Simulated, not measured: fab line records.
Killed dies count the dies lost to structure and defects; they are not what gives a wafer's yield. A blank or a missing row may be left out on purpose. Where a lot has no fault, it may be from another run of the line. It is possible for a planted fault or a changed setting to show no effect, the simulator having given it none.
A struck lot beside a sound one | flow n5 finfet | 11 steps out of a route of 1938
Sound: the wafers L857.2, L857.4, L857.6. Wafers struck: L855.1, L855.3, L855.4. The cause is named last.
At each step with rows: each side's tool, then ch and its chambers, then its first start. Under that, the readings that differ: sound wafers | struck wafers | difference of the means | sigmas: that difference in standard deviations of wafers without a fault.
alike: same words and numbers on both sides, and readings whose means sit less than 2 such deviations apart. not compared: any withheld reading, any reading some wafer has no value for, any bound like >300 that may hide the same value, and any number with overlapping values for which the record gives no deviation.
A row with sigmas, a row that says differs or no value, or rows on one side alone: a step with any of these is where the two part. When numbers do not overlap yet have no deviation, they are printed without sigmas and do not part them. Lack of a reading on every wafer of one side parts them only where that side has two or more wafers.

first, 7 steps without rows for these wafers: N5_ILD0_LINER_00 (material SiNx, target thk 4 nm, pulse time 1 s, purge time 2 s); N5_ILD0_FCVD_FILL_01 (material SiO2 flowable, target thk 200 nm, time 328.3 s); N5_ILD0_CURE_02 (time 1800 s); N5_ILD0_CMP_03 (polishes, stops on SiNx, t overpolish 1.9 s, target thk 197.38 nm); N5_ILD0_CMP_07 (polishes SiO2 flowable, stops on poly-Si, t overpolish 1.18 s, target thk 138.88 nm); N5_ILD0_PRECLEAN_10 (cleans in NF3:NH3, afs cycles 5, time 20 s, sublimation time 60 s); N5_ILD0_ALD_15 (deposits SiNx, target thk 24 nm, pulse time 1 s, ald cycles 480).
N5_ILD0_CMP_12: polishes SiNx, stops on poly-Si, t overpolish 6 s, target thk 17.67 nm.
  sound on cmp-03 ch 0,1,3, day 7 23:01; struck on cmp-02 ch 0,2,3, day 7 14:12
  no value came back on the struck wafers for any of 5 readings (edge zone pressure frac, head pressure psi (psi) and others); on the sound wafers edge zone pressure frac reads 0.995 1.002 0.998
  reading                               | sound        | struck     | difference | sigmas
  model.SiNx_of_ILD0_ALD_15.thk nm (nm) | 16.2 16 18.4 | 24 24 23.8 | +7         |
  not compared: pad life wafers
N5_ILD0_THK_MEAS_13:
  sound on film metro-02 at day 7 23:16; struck on film metro-02 at day 7 14:28
  reading     | sound          | struck         | difference | sigmas
  thk nm (nm) | 16.2 16.1 18.5 | 24.1 24.1 23.8 | +7.1       | +4
N5_BEOL_M4_RC_MEAS_101:
  the record has rows for the sound wafers here (prober-02 ch 0, day 12 05:13) and none for the struck ones
-- here the record skips 8 days between the struck wafers' starts before and after, leaving off in module BEOL_M4 and picking up in module PASSIVATION (first step shown: number 1936 of the route) --
N5_PASSIVATION_PROBE_49:
  the record has rows for the struck wafers here (prober-02, day 15 22:05) and none for the sound ones

## WHERE THEY PART
Earliest at N5_ILD0_CMP_12; latest, in this record, at N5_PASSIVATION_PROBE_49.

WHY: whatever the simulator had introduced
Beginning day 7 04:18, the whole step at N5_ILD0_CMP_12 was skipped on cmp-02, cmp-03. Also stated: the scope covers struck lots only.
